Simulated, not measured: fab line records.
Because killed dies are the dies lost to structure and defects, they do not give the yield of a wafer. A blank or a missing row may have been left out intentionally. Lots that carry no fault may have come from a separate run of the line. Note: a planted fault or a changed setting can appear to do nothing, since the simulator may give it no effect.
Lot-split experiment + flow n5-finfet + 7 lots, 39 wafers read, on a route of 1938 steps

ON THE SPLIT
At N5_HKMG_FIN_ETCH_35 (etches SOC in N2/H2, target depth 215.8 nm, time 243.4 s), the setting time-s was moved away from the recipe's 243.4 s on 15 of the 39 wafers read, by -21.2% to +20.8%. The other wafers ran this setting at the recipe's value.

Reading taken at the split's own step.

THE READING
HKMG_FIN.feature-depth-nm (the simulator's own value, which no gauge read), in nm, at N5_HKMG_FIN_ETCH_35 (etches SOC in N2/H2, target depth 215.8 nm, time 243.4 s). No usual value for it is given in the file. Average 216.9 nm, standard deviation 4.2 nm, over the 24 wafers here run with the recipe.

| wafer  | tool, chamber at the split | time-s as run, s | against the recipe | HKMG_FIN.feature-depth-nm, nm | against lot-mates on the recipe |
|--------|----------------------------|------------------|--------------------|-------------------------------|---------------------------------|
| L075.1 | rie-diel-03, 3             | 243.4            | recipe             | 217.4                         | -                               |
| L075.2 | rie-diel-03, 0             | 243.4            | recipe             | 207.4                         | -                               |
| L075.3 | rie-diel-03, 1             | 243.4            | recipe             | 210                           | -                               |
| L075.4 | rie-diel-03, 2             | 243.4            | recipe             | 217.4                         | -                               |
| L075.5 | rie-diel-03, 3             | 243.4            | recipe             | 217.6                         | -                               |
| L075.6 | rie-diel-03, 2             | 243.4            | recipe             | 219.2                         | -                               |
| L076.1 | rie-diel-05, 0             | 294.1            | +20.8%             | 263.8                         | +48.3                           |
| L076.2 | rie-diel-05, 1             | 243.4            | recipe             | 220.6                         | -                               |
| L076.3 | rie-diel-05, 3             | 294.1            | +20.8%             | 270.2                         | +54.7                           |
| L076.4 | rie-diel-05, 2             | 243.4            | recipe             | 207.2                         | -                               |
| L076.5 | rie-diel-05, 3             | 294.1            | +20.8%             | 269.8                         | +54.3                           |
| L076.6 | rie-diel-05, 0             | 243.4            | recipe             | 218.6                         | -                               |
| L081.2 | rie-diel-05, 3             | 243.4            | recipe             | 222                           | -                               |
| L081.3 | rie-diel-05, 0             | 243.4            | recipe             | 214.4                         | -                               |
| L081.5 | rie-diel-05, 3             | 243.4            | recipe             | 220.6                         | -                               |
| L085.1 | rie-diel-05, 3             | 191.7            | -21.2%             | 173.8                         | -44.1                           |
| L085.2 | rie-diel-05, 2             | 243.4            | recipe             | 216.4                         | -                               |
| L085.3 | rie-diel-05, 0             | 191.7            | -21.2%             | 169.4                         | -48.5                           |
| L085.4 | rie-diel-05, 2             | 191.7            | -21.2%             | 167.4                         | -50.5                           |
| L085.5 | rie-diel-05, 0             | 243.4            | recipe             | 216.8                         | -                               |
| L085.6 | rie-diel-05, 3             | 243.4            | recipe             | 220.6                         | -                               |
| L089.1 | rie-diel-02, 3             | 243.4            | recipe             | 220.6                         | -                               |
| L089.2 | rie-diel-02, 0             | 243.4            | recipe             | 220.8                         | -                               |
| L089.3 | rie-diel-02, 2             | 293.3            | +20.5%             | 251.8                         | +31.1                           |
| L089.4 | rie-diel-02, 1             | 293.3            | +20.5%             | 255.4                         | +34.7                           |
| L089.5 | rie-diel-02, 3             | 293.3            | +20.5%             | 265.2                         | +44.5                           |
| L089.6 | rie-diel-02, 0             | 243.4            | recipe             | 220.8                         | -                               |
| L092.1 | rie-diel-05, 3             | 293              | +20.4%             | 266                           | +49.6                           |
| L092.2 | rie-diel-05, 0             | 243.4            | recipe             | 218                           | -                               |
| L092.3 | rie-diel-05, 2             | 293              | +20.4%             | 259.2                         | +42.8                           |
| L092.4 | rie-diel-05, 3             | 293              | +20.4%             | 265.2                         | +48.8                           |
| L092.5 | rie-diel-05, 2             | 243.4            | recipe             | 214.2                         | -                               |
| L092.6 | rie-diel-05, 0             | 243.4            | recipe             | 217                           | -                               |
| L093.1 | rie-diel-02, 3             | 194.5            | -20.1%             | 174.2                         | -41.9                           |
| L093.2 | rie-diel-02, 1             | 243.4            | recipe             | 209.6                         | -                               |
| L093.3 | rie-diel-02, 0             | 243.4            | recipe             | 219.6                         | -                               |
| L093.4 | rie-diel-02, 0             | 243.4            | recipe             | 219                           | -                               |
| L093.5 | rie-diel-02, 3             | 194.5            | -20.1%             | 174.8                         | -41.3                           |
| L093.6 | rie-diel-02, 1             | 194.5            | -20.1%             | 167.6                         | -48.5                           |

THE FIT
A straight line over all 39 wafers: HKMG_FIN.feature-depth-nm changes by +2.23 nm for each +1% of time-s; r = +0.99; the points scatter about the line by 4.6 nm.
The same after taking each lot's own level away (the mean of its wafers on the recipe; 39 wafers): +2.21 nm for each +1%; r = +0.99; scatter 4.9 nm.
According to that fit, moving time-s by its largest amount changes the reading by 47 nm.
Measured against the standard deviation above, the lots' own levels, which go from 214.83 to 220.73 nm, span 1.4 times it.
The two slopes agree, so the slope changes little with the lot-to-lot level.
Check: for one of the wafers moved furthest among these (-21.2%), held out of the fit, the line's prediction against its lot-mates is -47.4 nm. It came out at -44.1 nm against them.

THE WHOLE CHAIN: every reading that the file lists as answering this split, in the file's order
| step                | what it does                                             | reading                                                                         | change (the file's fit)              | r (the file's) |
|---------------------|----------------------------------------------------------|---------------------------------------------------------------------------------|--------------------------------------|----------------|
| N5_HKMG_FIN_ETCH_35 | etches SOC in N2/H2, target depth 215.8 nm, time 243.4 s | etch.depth-nm (the simulator's own value, which no gauge read)                  | +2.21 nm for each +1% of the setting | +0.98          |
| N5_HKMG_FIN_ETCH_35 | etches SOC in N2/H2, target depth 215.8 nm, time 243.4 s | SOC_of_HKMG_FIN_COAT_29.thk-nm (the simulator's own value, which no gauge read) | -2.21 nm for each +1% of the setting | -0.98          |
| N5_HKMG_FIN_ETCH_35 | etches SOC in N2/H2, target depth 215.8 nm, time 243.4 s | HKMG_FIN.feature-depth-nm (the simulator's own value, which no gauge read)      | +2.21 nm for each +1% of the setting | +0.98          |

FILE'S OWN FIT
HKMG_FIN.feature-depth-nm changes by +2.21 nm for each +1% of time-s, r = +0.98.
